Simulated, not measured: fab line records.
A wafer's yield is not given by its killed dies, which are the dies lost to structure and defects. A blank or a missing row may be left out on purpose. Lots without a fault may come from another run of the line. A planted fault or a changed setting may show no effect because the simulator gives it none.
fab line records -- flow n5-finfet
record: lots: 7, wafers: 21, last-day: 19
route steps=1938 shown BEOL_M0_CUTY@703 BEOL_M0@715 BEOL_M4@1111
lots that met no fault: from a run of the same line without faults
start-h: hours from the record's first day to the start of the lot's first wafer shown -- wait-h: hours elapsed since this lot's preceding step -- " the same as in the row above -- L1.1+2: a single row standing in for several wafers -- - either no value or no given start -- * or withheld: withheld -- < > ~ a bound
route shown NAME@n: names a module that has steps shown in the file, with the first one's number in the route -- usual: the fault-free wafers' mean and standard deviation -- same: alike in all rows -- chamber/n: place in a boat -- sites: each site's reading -- _std_site: the values' standard deviation -- _edge_site: inner sites' mean taken away from outer sites' mean -- radius-mm: for every site, how far away it sits from the centre of the wafer -- mask NAME#n: copy n -- behind: the last tool/chamber to shape the wafer -- hold: reason for holding the lot/hours on hold/outcome of the hold -- device: the transistor (n, p or np) that didn't switch -- end of line: at the end of the route, the tests of the same wafers -- where a step has no rows: the recipe by itself -- killed: count of dies lost to structure and defects at first sort (not the wafer's yield) -- map: shows each die of a wafer: x if killed, . if not, _ if none is there
set.NAME: the setting as run; set.NAME@STEP: as run at that earlier step -- model.NAME: the simulator's own value behind a step, which no gauge read
lots seen at some steps along the route; tables by step, rows by wafer
services: when a tool's chamber went out of use (start-h, in hours from the record's first day, below 0 if earlier), for how many hours, and the reason
== steps ==
step: N5_BEOL_M0_CUTY_EBR_52
recipe: solvent: PGMEA, ebr-width-mm: 1.5
step: N5_BEOL_M0_CUTY_SOFTBAKE_53
recipe: temp-c: 110, time-s: 60, resist: CAR-ArF-block
step: N5_BEOL_M0_CUTY_EXPOSE_54
recipe: mask-id: M0_ABLK, na: 1.35, source-shape: conventional, sigma-outer: 0.8, polarization: unpolarized, dose-mj: 36
step: N5_BEOL_M0_CUTY_PEB_55
recipe: peb-temp-c: 110, peb-time-s: 60, resist: CAR-ArF-block
step: N5_BEOL_M0_CUTY_DEVELOP_56
recipe: develop-time-s: 30, developer: TMAH, resist: CAR-ArF-block, rinse-liquid: diw, dry: air-spin, dev-temp-c: 23
step: N5_BEOL_M0_CUTY_CD_MEAS_57
recipe: target-cd-nm: 200, landing-energy-ev: 500, detector: se-inlens, polarity: line
usual: cd-nm: 199.7/1.2
lot.wafer,tool,chamber,start-h,wait-h,cd-nm
L112.1,cd-sem-03,0,206.75,-,198.4
L112.4,cd-sem-03,0,206.75,-,199.6
L112.5,cd-sem-03,0,206.75,-,199.3
L113.1,cd-sem-01,0,212.19,-,198.6
L113.2,cd-sem-01,0,212.19,-,199.3
L113.5,cd-sem-01,0,212.19,-,197.9
L116.2,cd-sem-01,0,217.82,-,199.7
L116.3,cd-sem-01,0,217.82,-,201.0
L116.6,cd-sem-01,0,217.82,-,199.7
L115.2,cd-sem-02,0,220.73,-,200.2
L115.5,cd-sem-02,0,220.73,-,198.8
L115.6,cd-sem-02,0,220.73,-,198.7
L117.2,cd-sem-03,0,231.95,-,198.7
L117.3,cd-sem-03,0,231.95,-,198.5
L117.6,cd-sem-03,0,231.95,-,198.4
L118.1,cd-sem-02,0,238.63,-,201.6
L118.3,cd-sem-02,0,238.63,-,201.4
L118.4,cd-sem-02,0,238.63,-,200.9
L120.1,cd-sem-02,0,244.97,-,201.9
L120.2,cd-sem-02,0,244.97,-,201.5
L120.6,cd-sem-02,0,244.97,-,200.6
step: N5_BEOL_M0_CUTY_OVL_MEAS_58
recipe: points-per-wafer: 44
usual: M0_ABLK_OVL: 0.2/0.66
lot.wafer,tool,chamber,start-h,wait-h,M0_ABLK_OVL[nm]
L112.1,overlay-01,0,206.78,0.0,0.3
L112.4,overlay-01,0,206.78,0.0,0.3
L112.5,overlay-01,0,206.78,0.0,0.0
L113.1,overlay-01,0,212.22,0.0,-1.0
L113.2,overlay-01,0,212.22,0.0,0.1
L113.5,overlay-01,0,212.22,0.0,-1.2
L116.2,overlay-01,0,217.85,0.0,-0.6
L116.3,overlay-01,0,217.85,0.0,-0.5
L116.6,overlay-01,0,217.85,0.0,0.3
L115.2,overlay-01,0,220.76,0.0,-0.3
L115.5,overlay-01,0,220.76,0.0,0.8
L115.6,overlay-01,0,220.76,0.0,0.2
L117.2,overlay-01,0,231.98,0.0,-0.1
L117.3,overlay-01,0,231.98,0.0,-0.5
L117.6,overlay-01,0,231.98,0.0,0.0
L118.1,overlay-01,0,238.66,0.0,-0.9
L118.3,overlay-01,0,238.66,0.0,1.0
L118.4,overlay-01,0,238.66,0.0,-1.1
L120.1,overlay-02,0,245.00,0.0,1.2
L120.2,overlay-02,0,245.00,0.0,0.3
L120.6,overlay-02,0,245.00,0.0,0.4
step: N5_BEOL_M0_CUTY_INSPECT_59
recipe: mode: adi, inspect-instrument: macro
usual: raw-defect-count: 2.1/1.3
lot.wafer,tool,chamber,start-h,wait-h,raw-defect-count
L112.1,defect-inspect-01,-,206.81,0.0,3
L112.4,defect-inspect-01,-,206.81,0.0,2
L112.5,defect-inspect-01,-,206.81,0.0,1
L113.1,defect-inspect-02,-,212.25,0.0,4
L113.2,defect-inspect-02,-,212.25,0.0,2
L113.5,defect-inspect-02,-,212.25,0.0,4
L116.2,defect-inspect-02,-,217.87,0.0,2
L116.3,defect-inspect-02,-,217.87,0.0,2
L116.6,defect-inspect-02,-,217.87,0.0,3
L115.2,defect-inspect-02,-,220.78,0.0,2
L115.5,defect-inspect-02,-,220.78,0.0,1
L115.6,defect-inspect-02,-,220.78,0.0,2
L117.2,defect-inspect-01,-,232.00,0.0,1
L117.3,defect-inspect-01,-,232.00,0.0,1
L117.6,defect-inspect-01,-,232.00,0.0,1
L118.1,defect-inspect-02,-,238.69,0.0,3
L118.3,defect-inspect-02,-,238.69,0.0,3
L118.4,defect-inspect-02,-,238.69,0.0,0
L120.1,defect-inspect-02,-,245.03,0.0,1
L120.2,defect-inspect-02,-,245.03,0.0,1
L120.6,defect-inspect-02,-,245.03,0.0,0
step: N5_BEOL_M0_CUTY_DESCUM_61
recipe: chemistry: O2, time-s: 7.9, source-power-w: 50, bias-power-w: 20, pressure-mtorr: 20, rf-frequency-hz: 2.712e+07, temp-c: 40, resist: CAR-ArF-block, o2-flow-sccm: 225
usual: drypump-motor-current-A: 5.9/0.42, oes-product-au: 0.78/0.07, rf-vpp-V: 243.3/1.2, showerhead-plenum-p-Torr: 2.10/0.061, throttle-valve-pct: 20.5/0.33
lot.wafer,tool,chamber,start-h,wait-h,drypump-motor-current-A,oes-product-au,rf-hours-counter-h,rf-vpp-V,showerhead-plenum-p-Torr,throttle-valve-pct
L112.1,rie-diel-01,3,206.84,0.0,6.1,0.69,234,244.4,2.08,21.0
L112.4,rie-diel-01,1,206.84,0.0,5.9,0.72,180,242.2,1.98,20.3
L112.5,rie-diel-01,2,206.84,0.0,6.2,0.90,-,243.6,2.14,20.6
L113.1,rie-diel-03,1,212.28,0.0,5.5,0.81,85,244.9,2.12,20.6
L113.2,rie-diel-03,3,212.28,0.0,6.3,0.83,89,241.5,2.01,19.9
L113.5,rie-diel-03,0,212.28,0.0,6.1,0.71,-,242.2,2.12,21.0
L116.2,rie-diel-03,0,217.91,0.0,6.1,0.71,186,242.7,2.12,21.0
L116.3,rie-diel-03,3,217.91,0.0,6.3,0.83,90,243.4,2.01,19.9
L116.6,rie-diel-03,2,217.91,0.0,5.4,0.72,-,242.3,2.04,20.1
L115.2,rie-diel-03,0,220.84,0.1,6.1,0.71,187,242.6,2.12,21.0
L115.5,rie-diel-03,1,220.84,0.1,5.4,0.80,-,242.4,2.12,20.6
L115.6,rie-diel-03,2,220.84,0.1,5.4,0.72,-,243.4,2.04,20.1
L117.2,rie-diel-03,3,232.03,0.0,6.3,0.84,94,240.9,2.01,19.9
L117.3,rie-diel-03,2,232.03,0.0,5.4,0.70,198,244.8,2.04,20.1
L117.6,rie-diel-03,3,232.03,0.0,6.3,0.83,-,241.4,2.01,19.9
L118.1,rie-diel-06,0,239.13,0.4,5.7,0.78,142,244.2,2.19,20.5
L118.3,rie-diel-06,3,239.13,0.4,5.3,0.81,59,243.3,2.13,20.4
L118.4,rie-diel-06,0,239.13,0.4,5.7,0.79,-,244.8,2.19,20.5
L120.1,rie-diel-06,1,245.06,0.0,6.5,0.99,2,244.5,2.11,20.2
L120.2,rie-diel-06,2,245.06,0.0,5.4,0.71,217,243.4,2.07,20.3
L120.6,rie-diel-06,1,245.06,0.0,6.5,0.99,-,244.2,2.11,20.2
step: N5_BEOL_M0_CUTY_ETCH_62
recipe: chemistry: CF4, target: SiARC, mask-material: CAR-ArF-block, time-s: 58.5, ion-energy-ev: 80, pressure-mtorr: 40, source-w: 545, bias-w: 36, Ar_flow_sccm: 100, cf4-flow-sccm: 100, ends: cleared
usual: drypump-motor-current-A: 5.9/0.42, etch-rf-on-time-s: 59.2/2.2, oes-product-au: 0.66/0.055, rf-fwd-power-W: 537.8/2.5, rf-vpp-V: 184.1/1.1, showerhead-plenum-p-Torr: 2.15/0.056, throttle-valve-pct: 15.67/0.21
lot.wafer,tool,chamber,start-h,wait-h,drypump-motor-current-A,etch-rf-on-time-s,oes-product-au,rf-fwd-power-W,rf-hours-counter-h,rf-vpp-V,showerhead-plenum-p-Torr,throttle-valve-pct
L112.1,rie-diel-01,3,206.87,0.0,6.1,56.0,0.61,541.7,234,184.3,2.11,15.96
L112.4,rie-diel-01,1,206.87,0.0,6.0,60.5,0.59,536.6,180,183.5,2.04,15.65
L112.5,rie-diel-01,2,206.87,0.0,6.2,57.4,0.76,540.0,-,183.1,2.18,15.64
L113.1,rie-diel-03,1,212.32,0.0,5.5,59.3,0.69,537.4,85,184.1,2.17,15.83
L113.2,rie-diel-03,3,212.32,0.0,6.3,60.3,0.69,535.7,89,182.9,2.08,15.29
L113.5,rie-diel-03,0,212.32,0.0,6.1,56.8,0.61,536.7,-,183.9,2.14,15.96
L116.2,rie-diel-03,0,217.94,0.0,6.1,56.8,0.61,537.1,186,183.9,2.14,15.98
L116.3,rie-diel-03,3,217.94,0.0,6.3,60.2,0.69,533.7,90,181.3,2.08,15.26
L116.6,rie-diel-03,2,217.94,0.0,5.4,60.6,0.59,538.1,-,184.7,2.12,15.47
L115.2,rie-diel-03,0,220.87,0.0,6.1,56.9,0.61,532.2,187,183.8,2.13,15.96
L115.5,rie-diel-03,1,220.87,0.0,5.5,59.3,0.69,535.3,-,183.8,2.17,15.83
L115.6,rie-diel-03,2,220.87,0.0,5.4,61.1,0.59,539.8,-,183.9,2.12,15.48
L117.2,rie-diel-03,3,232.07,0.0,6.3,60.3,0.68,536.4,94,182.9,2.08,15.27
L117.3,rie-diel-03,2,232.07,0.0,5.4,61.4,0.59,543.3,198,184.0,2.12,15.49
L117.6,rie-diel-03,3,232.07,0.0,6.3,59.4,0.70,536.0,-,183.5,2.08,15.29
L118.1,rie-diel-06,0,239.17,0.0,5.8,57.2,0.65,541.5,142,184.7,2.25,15.76
L118.3,rie-diel-06,3,239.17,0.0,5.3,62.1,0.69,537.9,59,184.0,2.18,15.60
L118.4,rie-diel-06,0,239.17,0.0,5.7,56.6,0.66,543.1,-,186.3,2.25,15.74
L120.1,rie-diel-06,1,245.09,0.0,6.5,57.7,0.83,536.5,2,185.1,2.19,15.45
L120.2,rie-diel-06,2,245.09,0.0,5.4,60.7,0.61,537.8,217,184.4,2.11,15.61
L120.6,rie-diel-06,1,245.09,0.0,6.5,57.3,0.82,534.1,-,183.6,2.19,15.46
step: N5_BEOL_M0_CUTY_ETCH_63
recipe: chemistry: N2/H2, target: SOC, target-depth-a: 827, overetch-a: 165, mask-material: SiARC, temp-c: 40, ion-energy-ev: 200, time-s: 124, pressure-mtorr: 30, source-w: 840, bias-w: 150, n2-flow-sccm: 200, h2-flow-sccm: 200
usual: drypump-motor-current-A: 5.9/0.42, oes-product-au: 0.64/0.054, rf-fwd-power-W: 836.8/2.8, rf-vpp-V: 524.1/2, showerhead-plenum-p-Torr: 2.54/0.07, throttle-valve-pct: 17.82/0.22
lot.wafer,tool,chamber,start-h,wait-h,drypump-motor-current-A,oes-product-au,rf-fwd-power-W,rf-hours-counter-h,rf-vpp-V,showerhead-plenum-p-Torr,throttle-valve-pct
L112.1,rie-diel-01,3,206.92,0.0,6.1,0.57,834.4,234,524.1,2.51,18.21
L112.4,rie-diel-01,1,206.92,0.0,5.9,0.58,835.6,180,520.4,2.40,17.62
L112.5,rie-diel-01,2,206.92,0.0,6.2,0.73,840.1,-,524.9,2.59,17.85
L113.1,rie-diel-03,1,212.36,0.0,5.4,0.67,838.0,85,525.1,2.58,17.97
L113.2,rie-diel-03,3,212.36,0.0,6.3,0.68,838.0,89,522.1,2.46,17.41
L113.5,rie-diel-03,0,212.36,0.0,6.1,0.58,832.2,-,522.9,2.50,17.94
L116.2,rie-diel-03,0,217.99,0.0,6.1,0.58,838.4,186,523.1,2.49,17.95
L116.3,rie-diel-03,3,217.99,0.0,6.3,0.67,838.0,90,521.2,2.46,17.39
L116.6,rie-diel-03,2,217.99,0.0,5.4,0.58,838.8,-,523.8,2.54,17.81
L115.2,rie-diel-03,0,220.92,0.0,6.1,0.58,833.5,187,522.0,2.49,17.94
L115.5,rie-diel-03,1,220.92,0.0,5.5,0.66,833.2,-,524.9,2.58,17.99
L115.6,rie-diel-03,2,220.92,0.0,5.4,0.58,843.4,-,523.0,2.54,17.81
L117.2,rie-diel-03,3,232.11,0.0,6.3,0.68,840.3,94,524.0,2.46,17.42
L117.3,rie-diel-03,2,232.11,0.0,5.4,0.58,840.8,198,524.2,2.54,17.82
L117.6,rie-diel-03,3,232.11,0.0,6.3,0.67,836.3,-,523.0,2.46,17.43
L118.1,rie-diel-06,0,239.21,0.0,5.7,0.62,836.5,143,527.9,2.64,17.66
L118.3,rie-diel-06,3,239.21,0.0,5.3,0.68,834.9,59,525.2,2.57,17.73
L118.4,rie-diel-06,0,239.21,0.0,5.8,0.63,840.3,-,526.5,2.64,17.67
L120.1,rie-diel-06,1,245.14,0.0,6.5,0.79,837.2,2,525.6,2.61,17.79
L120.2,rie-diel-06,2,245.14,0.0,5.4,0.60,835.7,217,524.0,2.52,17.84
L120.6,rie-diel-06,1,245.14,0.0,6.5,0.78,836.7,-,525.4,2.61,17.78
step: N5_BEOL_M0_CUTY_STRIP_64
recipe: chemistry: N2/H2, temp-c: 40, n2-flow-sccm: 200, h2-flow-sccm: 200, rf-frequency-hz: 6e+07
step: N5_BEOL_M0_ETCH_138
recipe: chemistry: CH3F/O2, target-depth-a: 120, target: SiCN, time-s: 31.6, ion-energy-ev: 120, pressure-mtorr: 30, source-w: 395, bias-w: 75, Ar_flow_sccm: 150, CH3F_flow_sccm: 30, O2_flow_sccm: 20, ends: cleared
usual: drypump-motor-current-A: 5.9/0.42, etch-rf-on-time-s: 29.3/1.2, oes-product-au: 0.66/0.057, rf-fwd-power-W: 386.4/1.7, rf-vpp-V: 297.5/1.4, showerhead-plenum-p-Torr: 2.01/0.053, throttle-valve-pct: 16.38/0.25
lot.wafer,tool,chamber,start-h,wait-h,drypump-motor-current-A,etch-rf-on-time-s,oes-product-au,rf-fwd-power-W,rf-hours-counter-h,rf-vpp-V,showerhead-plenum-p-Torr,throttle-valve-pct
L112.1,rie-diel-01,3,207.04,0.0,6.1,27.4,0.62,386.3,234,296.2,1.97,16.69
L112.4,rie-diel-01,1,207.04,0.0,5.9,29.0,0.61,385.6,180,295.8,1.92,16.44
L112.5,rie-diel-01,2,207.04,0.0,6.2,29.7,0.75,386.0,-,299.5,2.04,16.36
L113.1,rie-diel-03,1,212.49,0.0,5.5,28.6,0.69,384.8,85,298.2,2.03,16.48
L113.2,rie-diel-03,3,212.49,0.0,6.3,28.9,0.70,384.2,89,295.7,1.93,15.90
L113.5,rie-diel-03,0,212.49,0.0,6.1,27.6,0.60,383.0,-,296.4,2.01,16.77
L116.2,rie-diel-03,0,218.11,0.0,6.1,32.3,0.57,291.2,186,325.5,2.01,16.77
L116.3,rie-diel-03,3,218.11,0.0,6.3,33.0,0.67,291.3,90,323.1,1.93,15.91
L116.6,rie-diel-03,2,218.11,0.0,5.4,33.6,0.58,295.1,-,326.3,1.97,16.11
L115.2,rie-diel-03,0,221.04,0.0,6.1,30.6,0.57,290.4,187,325.6,2.01,16.77
L115.5,rie-diel-03,1,221.04,0.0,5.5,31.4,0.64,290.2,-,325.9,2.03,16.50
L115.6,rie-diel-03,2,221.04,0.0,5.4,31.5,0.56,293.3,-,325.2,1.97,16.11
L117.2,rie-diel-03,3,232.24,0.0,6.3,31.7,0.66,291.5,94,323.4,1.93,15.92
L117.3,rie-diel-03,2,232.24,0.0,5.4,32.8,0.57,294.7,198,325.4,1.97,16.11
L117.6,rie-diel-03,3,232.24,0.0,6.3,32.7,0.66,293.5,-,323.9,1.93,15.92
L118.1,rie-diel-06,0,239.34,0.0,5.7,27.5,0.66,390.1,143,298.0,2.10,16.41
L118.3,rie-diel-06,3,239.34,0.0,5.3,30.3,0.70,385.5,59,297.0,2.05,16.42
L118.4,rie-diel-06,0,239.34,0.0,5.7,29.5,0.66,389.7,-,299.1,2.10,16.40
L120.1,rie-diel-06,1,245.26,0.0,6.5,26.3,0.82,386.2,2,297.6,2.05,16.21
L120.2,rie-diel-06,2,245.26,0.0,5.4,30.5,0.60,388.2,217,296.3,1.97,16.30
L120.6,rie-diel-06,1,245.26,0.0,6.5,27.1,0.82,385.9,-,298.6,2.05,16.21
step: N5_BEOL_M0_HM_OPEN_105
recipe: chemistry: Cl2/BCl3, target-depth-a: 120, target: TiN, ion-energy-ev: 150, pressure-mtorr: 10, icp-w: 1000, bias-w: 126, Cl2_flow_sccm: 53.25, bcl3-flow-sccm: 21.75, Ar_flow_sccm: 25
usual: drypump-motor-current-A: 5.5/0.33, mfc-cl2-sccm: 53.24/0.18, oes-product-au: 0.75/0.14, throttle-valve-pct: 21.91/0.25
lot.wafer,tool,chamber,start-h,wait-h,drypump-motor-current-A,mfc-cl2-sccm,oes-product-au,rf-hours-counter-h,throttle-valve-pct
L112.1,rie-metal-03,0,207.14,0.1,5.6,53.38,0.92,12,21.65
L112.4,rie-metal-03,0,207.14,0.1,5.6,53.37,0.90,-,21.67
L112.5,rie-metal-03,1,207.14,0.1,5.7,52.97,0.75,-,21.84
L113.1,rie-metal-02,1,213.57,1.0,5.5,53.37,0.82,29,21.67
L113.2,rie-metal-02,0,213.57,1.0,6.1,53.12,0.87,17,21.80
L113.5,rie-metal-02,1,213.57,1.0,5.5,53.19,0.82,-,21.63
L116.2,rie-metal-03,0,218.37,0.2,5.6,53.38,0.90,13,21.66
L116.3,rie-metal-03,0,218.37,0.2,5.6,53.10,0.91,-,21.67
L116.6,rie-metal-03,1,218.37,0.2,5.7,53.10,0.74,-,21.83
L115.2,rie-metal-03,0,221.62,0.5,5.7,53.05,0.91,13,21.68
L115.5,rie-metal-03,0,221.62,0.5,5.7,53.42,0.90,-,21.68
L115.6,rie-metal-03,1,221.62,0.5,5.7,53.22,0.75,-,21.83
L117.2,rie-metal-03,0,233.99,1.7,5.6,53.16,0.90,14,21.68
L117.3,rie-metal-03,0,233.99,1.7,5.6,53.05,0.91,-,21.66
L117.6,rie-metal-03,0,233.99,1.7,5.7,53.21,0.91,-,21.67
L118.1,rie-metal-01,0,240.98,1.6,5.1,53.03,0.57,160,22.27
L118.3,rie-metal-01,0,240.98,1.6,5.0,52.99,0.57,-,22.26
L118.4,rie-metal-01,0,240.98,1.6,5.1,53.11,0.57,-,22.28
L120.1,rie-metal-02,1,248.66,3.4,5.5,53.22,0.82,32,21.64
L120.2,rie-metal-02,0,248.66,3.4,6.1,53.38,0.87,21,21.80
L120.6,rie-metal-02,0,248.66,3.4,6.1,53.15,0.86,-,21.80
step: N5_BEOL_M4_RC_MEAS_101
usual: DIBL_N: 36.6/2.1, DIBL_P: 36.5/2.7, IOFF_N: 0.17/0.043, IOFF_P: 0.22/0.045, ION_N: 674/17, ION_P: 461/9.9, SS_N: 71.7/0.79, SS_P: 73.4/0.79, VT_N: 249/4, VT_P: -250/3.3
lot.wafer,tool,chamber,start-h,wait-h,DIBL_N[mV/V],DIBL_P[mV/V],IOFF_N[nA/um],IOFF_P[nA/um],ION_N[uA/um],ION_P[uA/um],SS_N[mV/dec],SS_P[mV/dec],VT_N[mV],VT_P[mV]
L112.1,prober-02,0,253.49,0.0,41.1,41.8,0.26,0.29,693,464,72.5,74.7,245,-247
L112.4,prober-02,0,253.49,0.0,33.5,32.8,0.11,0.15,646,445,70.7,72.3,254,-255
L112.5,prober-02,0,253.49,0.0,34.2,32.4,0.12,0.15,657,445,70.5,72.0,254,-255
L116.2,prober-01,0,267.99,0.2,34.6,35.1,0.13,0.18,658,449,71.1,73.7,255,-252
L116.3,prober-01,0,267.99,0.2,34.7,35.6,0.15,0.21,680,465,71.0,72.8,247,-249
L116.6,prober-01,0,267.99,0.2,33.9,34.1,0.12,0.17,658,456,71.0,72.2,253,-253
L113.1,prober-01,0,269.67,0.0,31.0,30.4,0.08,0.12,637,446,70.1,71.2,258,-256
L113.2,prober-01,0,269.67,0.0,34.9,35.7,0.13,0.18,663,457,71.5,73.3,251,-252
L113.5,prober-01,0,269.67,0.0,37.1,37.9,0.18,0.22,690,466,71.4,73.8,248,-250
L115.2,prober-02,0,275.93,0.2,38.1,39.4,0.24,0.26,713,478,71.9,74.1,243,-247
L115.5,prober-02,0,275.93,0.2,39.4,39.4,0.24,0.26,705,473,72.1,74.2,243,-250
L115.6,prober-02,0,275.93,0.2,37.1,37.6,0.20,0.22,711,475,72.0,73.6,243,-251
L117.2,prober-01,0,282.97,0.2,37.2,37.1,0.17,0.24,668,456,71.3,73.7,249,-245
L117.3,prober-01,0,282.97,0.2,39.4,41.0,0.26,0.31,711,484,71.9,74.3,242,-247
L117.6,prober-01,0,282.97,0.2,35.5,35.6,0.14,0.21,658,458,70.4,73.3,251,-248
L118.1,prober-02,0,284.22,0.0,33.9,34.9,0.14,0.17,679,459,71.1,72.9,251,-251
L118.3,prober-02,0,284.22,0.0,37.1,37.3,0.19,0.22,678,462,72.2,73.9,247,-250
L118.4,prober-02,0,284.22,0.0,37.5,36.5,0.20,0.20,663,450,72.2,73.0,245,-251
L120.1,prober-02,0,340.49,0.0,35.9,32.9,0.12,0.15,661,450,71.2,72.7,254,-257
L120.2,prober-02,0,340.49,0.0,36.8,34.8,0.13,0.16,659,450,71.7,73.7,255,-255
L120.6,prober-02,0,340.49,0.0,37.4,35.9,0.16,0.19,685,461,72.0,73.0,251,-252
== services ==
tool,chamber,start-h,hours,kind
rie-metal-01,-,188.23,0.6,repair
rie-diel-06,1,220.53,-,clean
rie-diel-06,1,220.53,-,consumable-replace:focus-ring
rie-diel-06,1,220.53,20.2,scheduled-down
rie-diel-06,1,220.53,20.2,vent-cycle
rie-diel-03,-,222.26,2.8,pm
== key ==
first-sign: step: N5_BEOL_M0_ETCH_138, reading: rf-fwd-power-W, direction: down, sigmas: 55, usual: *, struck: *
effect: step: N5_BEOL_M0_ETCH_138, reading: rf-vpp-V, direction: up, sigmas: 19, usual: 297.5, struck: 324.9
met-at N5_BEOL_M0_ETCH_138
struck-wafers L115.2,L115.5,L115.6,L116.2,L116.3,L116.6,L117.2,L117.3,L117.6
baseline-loss: step: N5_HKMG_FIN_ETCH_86, wafers: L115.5
onset-between 212.49 218.11
fault: kind: process-parameter-drift, tool: rie-diel-03, chamber: -, onset-h: 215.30, steps: N5_BEOL_M0_ETCH_138, channel: source-w, offset: -94.8, shape: step, end-h: 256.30, acts-in: these-recipes-only, stated: 395
baseline-loss: these wafers lose ten dies or more at that step, a loss of the line's own and not of a fault; the sort's usual values leave them out
